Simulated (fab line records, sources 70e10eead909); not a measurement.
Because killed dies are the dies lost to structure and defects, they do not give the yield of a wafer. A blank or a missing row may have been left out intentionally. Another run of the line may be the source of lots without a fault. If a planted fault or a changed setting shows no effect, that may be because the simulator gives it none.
A lot that was struck, set against a sound lot || flow nandHarc || 13 out of 1302 route steps
Sound: wafers L720.4, L720.5, L720.6. Struck: wafer L730.1. (L730.4, L730.6 of the same lot were not struck and are left out.) The cause comes at the end.
Order at every step that has rows: each side's tool, ch and its chambers, its first start. Under that, the readings that differ: sound wafers || struck wafers || difference of the means || sigmas: that difference in standard deviations of wafers without a fault.
alike: readings with means less than 2 such deviations apart, plus words and numbers identical on both sides. not compared: withheld readings, readings lacking a value on some wafer, bounds such as >300 that could conceal the same value, and numbers that have no deviation in the record and whose values overlap.
The two part at a step that has a row with sigmas, a row that says differs or no value, or rows on one side only. Non-overlapping numbers with no deviation appear without sigmas and do not part them. A reading that every wafer of one side lacks parts them only if that side has two wafers or more.

first, 6 steps without rows for these wafers: NHARC_A_DECK1_JOINT_CVD_34 (deposits SiNx, target thk 20 nm); NHARC_A_DECK1_JOINT_DEP_06 (deposits SiOx, target thk 80 nm); NHARC_A_DECK1_JOINT_CURE_26 (time 32 s); NHARC_A_DECK1_JOINT_ANNEAL_27 (time 3600 s); NHARC_A_DECK1_JOINT_ANNEAL_28 (time 1800 s); NHARC_A_DECK1_JOINT_ANNEAL_29 (time 1800 s).
NHARC_A_DECK1_JOINT_CMP_02: polishes SiOx.
  sound on cmp-04 ch 0,3, day 16 11:42; struck on cmp-03 ch 0, day 20 06:23
{"reading": "motorCurrentA (A)", "sound": "11.1 10.7 10.8", "struck": 14.9, "difference": "+4.0", "sigmas": "+3"}
following that, these wafers have no rows for 1 step: NHARC_A_DECK1_JOINT_SRD_15.
NHARC_A_DECK1_JOINT_DEP_16: deposits SiO2, target thk 45 nm.
  sound on pecvd-04 ch 0,1,2, day 16 12:09; struck on pecvd-03 ch 1, day 20 06:50
  alike: heaterPowerW, throttleValvePct
NHARC_A_DECK1_JOINT_THK_MEAS_17: measures by ellipsometry.
  struck on filmMetro-02, day 20 07:04; sound on filmMetro-01, day 16 12:20
  alike: thkNm
NHARC_A_DECK1_JOINT_INSPECT_05:
  struck on defectInspect-01, day 20 07:05; sound on defectInspect-01, day 16 12:23
  alike: rawDefectCount
NHARC_A_ONON_D2_DEP_00: target thk 1000 nm.
  sound on pecvdOnon-01 ch 0, day 16 12:37; struck on pecvdOnon-02 ch 0, day 20 07:10
NHARC_A_ONON_D2_THK_MEAS_02: measures by ellipsometry.
  struck on filmMetro-02, day 20 07:50; sound on filmMetro-02, day 16 12:58
{"reading": "thkNm (nm)", "sound": "998 999 996", "struck": 647, "difference": -351, "sigmas": -35}
  not compared: hold

== WHERE THEY PART ==
At NHARC_A_DECK1_JOINT_CMP_02 first; at NHARC_A_ONON_D2_THK_MEAS_02 last (within this record only).

WHY: what had been put in by the simulator
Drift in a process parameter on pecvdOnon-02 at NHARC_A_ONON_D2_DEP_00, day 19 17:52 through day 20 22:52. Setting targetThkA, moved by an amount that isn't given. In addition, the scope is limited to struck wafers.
